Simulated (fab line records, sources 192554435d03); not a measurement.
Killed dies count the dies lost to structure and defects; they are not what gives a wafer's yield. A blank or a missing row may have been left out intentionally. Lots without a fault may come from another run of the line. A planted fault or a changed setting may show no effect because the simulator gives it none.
Chamber matching | flow n5-finfet | N5_BEOL_M12_ETCH_38 on rie-diel-06: 4 sister chambers
The step etches SiCN in CF4/N2, target depth 68.7 nm, time 73.4 s. 18 wafers are shown with their chamber, then 9 later ones without.

WAFERS PAIRED WITH THEIR CHAMBERS
wafer  | chamber | drypump-motor-current-A (A) | showerhead-plenum-p-Torr (Torr) | throttle-valve-pct (%)
L080.2 | 1       | 4.8                         | 2.13                            | 15.49
L080.4 | 1       | 4.8                         | 2.13                            | 15.50
L080.5 | 0       | 5.2                         | 2.15                            | 15.47
L079.1 | 0       | 5.1                         | 2.15                            | 15.47
L079.4 | 0       | 5.2                         | 2.15                            | 15.49
L079.6 | 3       | 6.7                         | 2.15                            | 15.37
L081.1 | 3       | 6.7                         | 2.15                            | 15.39
L081.2 | 0       | 5.2                         | 2.15                            | 15.49
L081.3 | 3       | 6.7                         | 2.15                            | 15.40
L083.2 | 3       | 6.7                         | 2.15                            | 15.41
L083.5 | 1       | 4.8                         | 2.12                            | 15.52
L083.6 | 0       | 5.1                         | 2.15                            | 15.51
L086.1 | 0       | 5.2                         | 2.15                            | 15.50
L086.3 | 3       | 6.7                         | 2.15                            | 15.43
L086.4 | 1       | 4.8                         | 2.12                            | 15.53
L088.2 | 0       | 5.2                         | 2.15                            | 15.51
L088.5 | 3       | 6.7                         | 2.14                            | 15.43
L088.6 | 2       | 5.4                         | 2.35                            | 15.29

SIGNATURES (means of the wafers above)
reading                  | chamber 0 | chamber 1 | chamber 2 | chamber 3 | scatter within a chamber
drypump-motor-current-A  | 5.171     | 4.800     | 5.400     | 6.700     | 0.0319
showerhead-plenum-p-Torr | 2.1500    | 2.1250    | 2.3500    | 2.1483    | 0.00362
throttle-valve-pct       | 15.4914   | 15.5100   | 15.2900   | 15.4050   | 0.0197
Rule: for a wafer and a chamber, the distance is found by dividing, reading by reading, the gap between the wafer's reading and the chamber's mean by the reading's scatter, squaring, summing and taking the root. The wafer belongs to the nearest chamber; if the next one is less than 2 further off, it can't be placed. The scatter is the square root of a quotient: the sum, over the shown wafers, of each reading's squared deviation from its chamber's mean, divided by wafers minus chambers.

WAFERS MISSING THEIR CHAMBER
wafer  | drypump-motor-current-A (A) | showerhead-plenum-p-Torr (Torr) | throttle-valve-pct (%)
L092.1 | 6.7                         | 2.14                            | 15.46
L092.4 | 4.9                         | 2.12                            | 15.56
L092.6 | 6.7                         | 2.14                            | 15.44
L097.2 | 4.9                         | 2.11                            | 15.56
L097.3 | 6.7                         | 2.14                            | 15.47
L097.6 | 6.7                         | 2.14                            | 15.46
L096.2 | 4.8                         | 2.11                            | 15.59
L096.4 | 6.7                         | 2.14                            | 15.48
L096.6 | 4.9                         | 2.11                            | 15.58

CHAMBER TAKEN BY EACH
wafer  | from the rows above | in truth
L092.1 | 3                   | 3
L092.4 | 1                   | 1
L092.6 | 3                   | 3
L097.2 | 1                   | 1
L097.3 | 3                   | 3
L097.6 | 3                   | 3
L096.2 | 1                   | 1
L096.4 | 3                   | 3
L096.6 | 1                   | 1
9 of 9 placed correctly. From these rows, 0 cannot be placed. Wrongly placed: 0.
